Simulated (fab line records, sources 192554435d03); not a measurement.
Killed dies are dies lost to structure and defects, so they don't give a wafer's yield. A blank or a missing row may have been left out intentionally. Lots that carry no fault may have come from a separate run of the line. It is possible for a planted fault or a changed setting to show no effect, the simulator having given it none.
Split-lot trial :: flow n5 finfet :: route with 1938 steps; 7 lots, 39 wafers read

## ON THE SPLIT
At N5_BEOL_M12_ILD_DEP_00 (deposits SiOC from DEMS/O2, target thk 658.92 nm, time 130.7 s), the setting target thk a was moved away from the recipe's 6589.2 angstrom on 15 of the 39 wafers read, by -48.1% to +44.3%. For the rest of the wafers, this setting stayed at what the recipe calls for.

## FROM THE SPLIT TO THE READING: what the file shows between them, 6 steps
- N5_BEOL_M12_THK_MEAS_01
- N5_BEOL_M12_COAT_58: time 60 s, resist thk 89 nm
- N5_BEOL_M12_COAT_04: resist thk 400 nm
- N5_BEOL_M12_DESCUM_15: chemistry O2, time 7.9 s
- N5_BEOL_M12_ETCH_59: etches BARC in N2/H2, target depth 89 nm, overetch 26.7 nm, time 67.9 s
- N5_BEOL_M12_VIA_ETCH_16: etches SiOC in C4F8/O2/Ar, target depth 724.8 nm

## THE READING
oes product au, in a.u., at N5_BEOL_M12_STRIP_63 (strips in N2/H2). On this fab line, fault-free wafers typically give 0.693 a.u. with a standard deviation of 0.0044 a.u.

wafer: L074.1
tool, chamber at the split: pecvd-01, 1
target thk a as run, angstrom: 6589.2
against the recipe: recipe
oes product au, a.u.: 0.695
against lot-mates on the recipe: -

wafer: L074.2
tool, chamber at the split: pecvd-01, 0
target thk a as run, angstrom: 3422
against the recipe: -48.1%
oes product au, a.u.: 0.840
against lot-mates on the recipe: +0.147

wafer: L074.3
tool, chamber at the split: pecvd-01, 2
target thk a as run, angstrom: 6589.2
against the recipe: recipe
oes product au, a.u.: 0.694
against lot-mates on the recipe: -

wafer: L074.4
tool, chamber at the split: pecvd-01, 2
target thk a as run, angstrom: 6589.2
against the recipe: recipe
oes product au, a.u.: 0.691
against lot-mates on the recipe: -

wafer: L074.5
tool, chamber at the split: pecvd-01, 1
target thk a as run, angstrom: 3422
against the recipe: -48.1%
oes product au, a.u.: 0.832
against lot-mates on the recipe: +0.139

wafer: L074.6
tool, chamber at the split: pecvd-01, 0
target thk a as run, angstrom: 3422
against the recipe: -48.1%
oes product au, a.u.: 0.833
against lot-mates on the recipe: +0.140

wafer: L076.1
tool, chamber at the split: pecvd-01, 1
target thk a as run, angstrom: 4118
against the recipe: -37.5%
oes product au, a.u.: 0.769
against lot-mates on the recipe: +0.079

wafer: L076.2
tool, chamber at the split: pecvd-01, 2
target thk a as run, angstrom: 4118
against the recipe: -37.5%
oes product au, a.u.: 0.773
against lot-mates on the recipe: +0.083

wafer: L076.3
tool, chamber at the split: pecvd-01, 0
target thk a as run, angstrom: 4118
against the recipe: -37.5%
oes product au, a.u.: 0.790
against lot-mates on the recipe: +0.100

wafer: L076.4
tool, chamber at the split: pecvd-01, 0
target thk a as run, angstrom: 6589.2
against the recipe: recipe
oes product au, a.u.: 0.692
against lot-mates on the recipe: -

wafer: L076.5
tool, chamber at the split: pecvd-01, 1
target thk a as run, angstrom: 6589.2
against the recipe: recipe
oes product au, a.u.: 0.687
against lot-mates on the recipe: -

wafer: L076.6
tool, chamber at the split: pecvd-01, 2
target thk a as run, angstrom: 6589.2
against the recipe: recipe
oes product au, a.u.: 0.690
against lot-mates on the recipe: -

wafer: L084.4
tool, chamber at the split: pecvd-04, 2
target thk a as run, angstrom: 6589.2
against the recipe: recipe
oes product au, a.u.: 0.695
against lot-mates on the recipe: -

wafer: L084.5
tool, chamber at the split: pecvd-04, 0
target thk a as run, angstrom: 6589.2
against the recipe: recipe
oes product au, a.u.: 0.693
against lot-mates on the recipe: -

wafer: L084.6
tool, chamber at the split: pecvd-04, 2
target thk a as run, angstrom: 6589.2
against the recipe: recipe
oes product au, a.u.: 0.696
against lot-mates on the recipe: -

wafer: L085.1
tool, chamber at the split: pecvd-04, 0
target thk a as run, angstrom: 6589.2
against the recipe: recipe
oes product au, a.u.: 0.701
against lot-mates on the recipe: -

wafer: L085.2
tool, chamber at the split: pecvd-04, 2
target thk a as run, angstrom: 9506
against the recipe: +44.3%
oes product au, a.u.: 0.655
against lot-mates on the recipe: -0.040

wafer: L085.3
tool, chamber at the split: pecvd-04, 0
target thk a as run, angstrom: 6589.2
against the recipe: recipe
oes product au, a.u.: 0.689
against lot-mates on the recipe: -

wafer: L085.4
tool, chamber at the split: pecvd-04, 2
target thk a as run, angstrom: 9506
against the recipe: +44.3%
oes product au, a.u.: 0.659
against lot-mates on the recipe: -0.036

wafer: L085.5
tool, chamber at the split: pecvd-04, 2
target thk a as run, angstrom: 6589.2
against the recipe: recipe
oes product au, a.u.: 0.695
against lot-mates on the recipe: -

wafer: L085.6
tool, chamber at the split: pecvd-04, 0
target thk a as run, angstrom: 9506
against the recipe: +44.3%
oes product au, a.u.: 0.645
against lot-mates on the recipe: -0.050

wafer: L086.1
tool, chamber at the split: pecvd-03, 2
target thk a as run, angstrom: 5573
against the recipe: -15.4%
oes product au, a.u.: 0.700
against lot-mates on the recipe: +0.012

wafer: L086.2
tool, chamber at the split: pecvd-03, 0
target thk a as run, angstrom: 5573
against the recipe: -15.4%
oes product au, a.u.: 0.700
against lot-mates on the recipe: +0.012

wafer: L086.3
tool, chamber at the split: pecvd-03, 1
target thk a as run, angstrom: 5573
against the recipe: -15.4%
oes product au, a.u.: 0.699
against lot-mates on the recipe: +0.011

wafer: L086.4
tool, chamber at the split: pecvd-03, 1
target thk a as run, angstrom: 6589.2
against the recipe: recipe
oes product au, a.u.: 0.685
against lot-mates on the recipe: -

wafer: L086.5
tool, chamber at the split: pecvd-03, 0
target thk a as run, angstrom: 6589.2
against the recipe: recipe
oes product au, a.u.: 0.688
against lot-mates on the recipe: -

wafer: L086.6
tool, chamber at the split: pecvd-03, 2
target thk a as run, angstrom: 6589.2
against the recipe: recipe
oes product au, a.u.: 0.691
against lot-mates on the recipe: -

wafer: L089.1
tool, chamber at the split: pecvd-04, 2
target thk a as run, angstrom: 6589.2
against the recipe: recipe
oes product au, a.u.: 0.695
against lot-mates on the recipe: -

wafer: L089.2
tool, chamber at the split: pecvd-04, 0
target thk a as run, angstrom: 6589.2
against the recipe: recipe
oes product au, a.u.: 0.696
against lot-mates on the recipe: -

wafer: L089.3
tool, chamber at the split: pecvd-04, 2
target thk a as run, angstrom: 6589.2
against the recipe: recipe
oes product au, a.u.: 0.694
against lot-mates on the recipe: -

wafer: L089.4
tool, chamber at the split: pecvd-04, 0
target thk a as run, angstrom: 6589.2
against the recipe: recipe
oes product au, a.u.: 0.693
against lot-mates on the recipe: -

wafer: L089.5
tool, chamber at the split: pecvd-04, 2
target thk a as run, angstrom: 6589.2
against the recipe: recipe
oes product au, a.u.: 0.686
against lot-mates on the recipe: -

wafer: L089.6
tool, chamber at the split: pecvd-04, 0
target thk a as run, angstrom: 6589.2
against the recipe: recipe
oes product au, a.u.: 0.691
against lot-mates on the recipe: -

wafer: L096.1
tool, chamber at the split: pecvd-01, 2
target thk a as run, angstrom: 5571
against the recipe: -15.5%
oes product au, a.u.: 0.706
against lot-mates on the recipe: +0.009

wafer: L096.2
tool, chamber at the split: pecvd-01, 1
target thk a as run, angstrom: 6589.2
against the recipe: recipe
oes product au, a.u.: 0.696
against lot-mates on the recipe: -

wafer: L096.3
tool, chamber at the split: pecvd-01, 0
target thk a as run, angstrom: 5571
against the recipe: -15.5%
oes product au, a.u.: 0.704
against lot-mates on the recipe: +0.007

wafer: L096.4
tool, chamber at the split: pecvd-01, 0
target thk a as run, angstrom: 6589.2
against the recipe: recipe
oes product au, a.u.: 0.700
against lot-mates on the recipe: -

wafer: L096.5
tool, chamber at the split: pecvd-01, 1
target thk a as run, angstrom: 6589.2
against the recipe: recipe
oes product au, a.u.: 0.694
against lot-mates on the recipe: -

wafer: L096.6
tool, chamber at the split: pecvd-01, 2
target thk a as run, angstrom: 5571
against the recipe: -15.5%
oes product au, a.u.: 0.705
against lot-mates on the recipe: +0.008

THE FIT
A straight line over all 39 wafers: oes product au changes by -0.0019 a.u. for each +1% of target thk a; r = -0.89; the points scatter about the line by 0.021 a.u.
The same after taking each lot's own level away (the mean of its wafers on the recipe; 39 wafers): -0.00193 a.u. for each +1%; r = -0.90; scatter 0.02 a.u.
The reading moves by 0.093 a.u. for the largest change in target thk a, on that fit.
Measured against the standard deviation above, the lots' own levels, which go from 0.6880 to 0.6967 a.u., span 2.0 times it.
Hence the lot-to-lot level has little effect on the slope; both slopes agree.
Check: with one of the wafers moved furthest among these (-48.1%) left out of the fit, the line predicts +0.0908 a.u. for it against its lot-mates. Against them it came out at +0.147 a.u.

## THE WHOLE CHAIN: every reading that the file lists as answering this split, in the file's order
step: N5_BEOL_M12_ILD_DEP_00
what it does: deposits SiOC from DEMS/O2, target thk 658.92 nm, time 130.7 s
reading: SiOC_of_BEOL_M12_ILD_DEP_00.thk nm (the simulator's own value, which no gauge read)
change (the file's fit): +6.71 nm for each +1% of the setting
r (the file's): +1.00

step: N5_BEOL_M12_THK_MEAS_01
what it does: 
reading: M12_ILD_THK
change (the file's fit): +6.71 for each +1% of the setting
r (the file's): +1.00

step: N5_BEOL_M12_VIA_ETCH_16
what it does: etches SiOC in C4F8/O2/Ar, target depth 724.8 nm
reading: etch.depth nm (the simulator's own value, which no gauge read)
change (the file's fit): +6.71 nm for each +1% of the setting
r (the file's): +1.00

step: N5_BEOL_M12_VIA_ETCH_16
what it does: etches SiOC in C4F8/O2/Ar, target depth 724.8 nm
reading: coat_of_BEOL_M12_COAT_04.thk nm (the simulator's own value, which no gauge read)
change (the file's fit): -1.98 nm for each +1% of the setting
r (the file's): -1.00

step: N5_BEOL_M12_STRIP_63
what it does: strips in N2/H2
reading: oes product au
change (the file's fit): -0.002 a.u. for each +1% of the setting
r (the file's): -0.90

step: N5_BEOL_M12_STRIP_63
what it does: strips in N2/H2
reading: strip time to endpoint s
change (the file's fit): withheld for each +1% of the setting
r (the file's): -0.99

## THE FILE'S OWN FIT
oes product au changes by -0.002 a.u. for each +1% of target thk a, r = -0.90.
